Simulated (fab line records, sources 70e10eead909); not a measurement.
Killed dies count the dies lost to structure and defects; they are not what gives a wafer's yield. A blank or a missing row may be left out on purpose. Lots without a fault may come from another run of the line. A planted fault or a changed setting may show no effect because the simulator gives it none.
Matching of chambers -- flow nand-harc -- ald-metal-03 running NHARC_A_BLC_ALD_23: 4 sister chambers
The step deposits TiN, target thk 3 nm, pulse time 1 s, ald cycles 150. 4 wafers are shown with their chamber, then 9 later ones without.

WAFERS PAIRED WITH THEIR CHAMBERS
wafer,chamber,heater-power-w (W)
L080.4,1,1123
L085.6,3,965
L086.5,2,1062
L086.6,0,1093

WAFERS MISSING THEIR CHAMBER
wafer,heater-power-w (W)
L090.2,1141
L090.3,1168
L090.6,962
L092.3,1130
L092.4,1118
L092.5,1120
L095.2,1093
L095.4,1159
L095.5,1092

CHAMBER TAKEN BY EACH
wafer,from the rows above,in truth
L090.2,can't be placed: 1 or 0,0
L090.3,can't be placed: 1 or 0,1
L090.6,3,3
L092.3,can't be placed: 1 or 0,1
L092.4,can't be placed: 1 or 0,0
L092.5,can't be placed: 1 or 0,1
L095.2,can't be placed: 0 or 1 or 2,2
L095.4,can't be placed: 1 or 0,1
L095.5,can't be placed: 0 or 2 or 1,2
Correctly placed: 1 of 9. Not placeable from these rows: 8 (in 8, the candidates include the true chamber). 0 placed wrongly.
How it was worked out, from the rows above alone: a wafer's distance from a chamber is the root of the sum, over the readings, of the square of ((its reading less the chamber's mean) divided by the reading's scatter). If the next closest chamber is less than 2 further off than the closest, the wafer can't be placed; otherwise it belongs to the closest. Each chamber's mean is taken over the wafers shown for it. The scatter: root of mean squared gap, hidden wafer to nearest shown wafer, with one shown wafer a chamber.
